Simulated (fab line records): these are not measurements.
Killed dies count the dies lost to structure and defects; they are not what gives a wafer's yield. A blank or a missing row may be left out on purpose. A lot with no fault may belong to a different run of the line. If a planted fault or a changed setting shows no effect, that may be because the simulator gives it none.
Split-lot study    flow n5-finfet    on a route of 1938 steps: 7 lots, 39 wafers read

THE SPLIT
At N5_FIN_SAQP_MANDREL_ETCH_22 (etches a-Si in HBr/Cl2, stops on SiNx, target depth 60 nm, bt time 10 s, time 30 s), the setting target-depth-a was moved away from the recipe's 600 angstrom on 9 of the 39 wafers read, by -6.0% to +9.1%. This setting was run at the recipe's value on the other wafers.

The reading is taken at the split's own step.

THE READING
SOC_of_FIN_SAQP_COAT_49.thk-nm (the simulator's own value, which no gauge read), in nm, at N5_FIN_SAQP_MANDREL_ETCH_22 (etches a-Si in HBr/Cl2, stops on SiNx, target depth 60 nm, bt time 10 s, time 30 s). There is no usual value for it anywhere in the file. The 30 wafers here that ran the recipe average 76.62 nm, standard deviation 0.36 nm.

wafer   tool, chamber at the split  target-depth-a as run, angstrom  against the recipe  SOC_of_FIN_SAQP_COAT_49.thk-nm, nm  against lot-mates on the recipe
L076.1  rie-si-02, 0                600                              recipe              76.19                               -
L076.2  rie-si-02, 3                600                              recipe              76.38                               -
L076.3  rie-si-02, 2                600                              recipe              76.97                               -
L076.4  rie-si-02, 3                600                              recipe              76.47                               -
L076.5  rie-si-02, 2                600                              recipe              76.57                               -
L076.6  rie-si-02, 0                600                              recipe              76.36                               -
L079.1  rie-si-03, 0                600                              recipe              76.36                               -
L079.2  rie-si-03, 3                600                              recipe              76.65                               -
L079.3  rie-si-03, 2                600                              recipe              76.03                               -
L079.4  rie-si-03, 1                600                              recipe              76.16                               -
L079.5  rie-si-03, 3                600                              recipe              76.67                               -
L079.6  rie-si-03, 0                600                              recipe              76.2                                -
L080.1  rie-si-03, 0                654.3                            +9.1%               73.99                               -2.51
L080.2  rie-si-03, 2                600                              recipe              75.91                               -
L080.3  rie-si-03, 1                600                              recipe              76.81                               -
L080.4  rie-si-03, 3                600                              recipe              76.77                               -
L080.5  rie-si-03, 2                654.3                            +9.1%               73.81                               -2.69
L080.6  rie-si-03, 3                654.3                            +9.1%               74.85                               -1.65
L081.1  rie-si-04, 2                600                              recipe              76.87                               -
L081.2  rie-si-04, 1                642.4                            +7.1%               74.38                               -2.40
L081.3  rie-si-04, 3                600                              recipe              76.65                               -
L081.4  rie-si-04, 0                642.4                            +7.1%               75.22                               -1.56
L081.5  rie-si-04, 2                600                              recipe              76.81                               -
L081.6  rie-si-04, 3                642.4                            +7.1%               74.88                               -1.90
L083.1  rie-si-04, 2                600                              recipe              77                                  -
L083.2  rie-si-04, 3                600                              recipe              76.67                               -
L083.3  rie-si-04, 1                563.9                            -6.0%               77.59                               +0.79
L083.4  rie-si-04, 0                563.9                            -6.0%               77.74                               +0.94
L083.5  rie-si-04, 1                563.9                            -6.0%               77.62                               +0.82
L083.6  rie-si-04, 2                600                              recipe              76.73                               -
L085.3  rie-si-02, 3                600                              recipe              76.29                               -
L085.5  rie-si-02, 1                600                              recipe              76.36                               -
L085.6  rie-si-02, 0                600                              recipe              76.54                               -
L087.1  rie-si-02, 1                600                              recipe              76.9                                -
L087.2  rie-si-02, 3                600                              recipe              77.34                               -
L087.3  rie-si-02, 0                600                              recipe              76.69                               -
L087.4  rie-si-02, 2                600                              recipe              77.19                               -
L087.5  rie-si-02, 1                600                              recipe              77.41                               -
L087.6  rie-si-02, 2                600                              recipe              76.68                               -

FIT RESULTS
A straight line over all 39 wafers: SOC_of_FIN_SAQP_COAT_49.thk-nm changes by -0.238 nm for each +1% of target-depth-a; r = -0.91; the points scatter about the line by 0.38 nm.
The same after taking each lot's own level away (the mean of its wafers on the recipe; 39 wafers): -0.23 nm for each +1%; r = -0.93; scatter 0.32 nm.
That fit puts the effect of the largest move of target-depth-a on the reading at 2.1 nm.
Measured against the standard deviation above, the lots' own levels, which go from 76.345 to 77.035 nm, span 1.9 times it.
Hence the lot-to-lot level has little effect on the slope; both slopes agree.
Check: for one of the wafers moved furthest among these (+9.1%), held out of the fit, the line's prediction against its lot-mates is -2.1 nm. Against them it came out at -2.51 nm.

THE FILE'S OWN FIT
SOC_of_FIN_SAQP_COAT_49.thk-nm changes by -0.236 nm for each +1% of target-depth-a, r = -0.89.
